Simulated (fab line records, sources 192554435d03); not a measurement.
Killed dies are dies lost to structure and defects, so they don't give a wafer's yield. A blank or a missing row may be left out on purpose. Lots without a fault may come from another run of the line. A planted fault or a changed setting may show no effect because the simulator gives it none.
Chamber matching | flow n5_finfet | N5_BEOL_M2_DESCUM_33 on rie_diel-06: 4 sister chambers
The step chemistry O2, time 7 s. 4 wafers are shown with their chamber, then 10 later ones without.

WAFERS WITH THEIR CHAMBER
wafer  | chamber | drypump_motor_current_A (A)
L082.2 | 2       | 4.9
L086.1 | 0       | 6.4
L087.2 | 3       | 6.4
L087.5 | 1       | 5.7

WAFERS WITHOUT THEIR CHAMBER
wafer  | drypump_motor_current_A (A)
L087.6 | 4.9
L090.3 | 6.4
L090.4 | 5.8
L090.6 | 5.8
L094.2 | 5.8
L094.3 | 6.4
L094.6 | 4.9
L096.4 | 6.4
L096.5 | 6.4
L096.6 | 5.7

WHICH CHAMBER EACH WENT THROUGH
wafer  | from the rows above     | in truth
L087.6 | 2                       | 2
L090.3 | can't be placed: 0 or 3 | 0
L090.4 | 1                       | 1
L090.6 | 1                       | 1
L094.2 | 1                       | 1
L094.3 | can't be placed: 0 or 3 | 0
L094.6 | 2                       | 2
L096.4 | can't be placed: 0 or 3 | 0
L096.5 | can't be placed: 0 or 3 | 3
L096.6 | 1                       | 1
Placed correctly: 6 of 10. Can't be placed from these rows: 4 (the true chamber is among the candidates in 4). Placed wrongly: 0.
How it was worked out, from the rows above alone: a wafer's distance from a chamber is the root of the sum, over the readings, of the square of ((its reading less the chamber's mean) divided by the reading's scatter). The wafer belongs to the nearest chamber; if the next one is less than 2 further off, it can't be placed. A chamber's mean is the mean of its shown wafers. The scatter: with one shown wafer a chamber, the root of the mean of the squares of how far each hidden wafer lies from its nearest shown one.
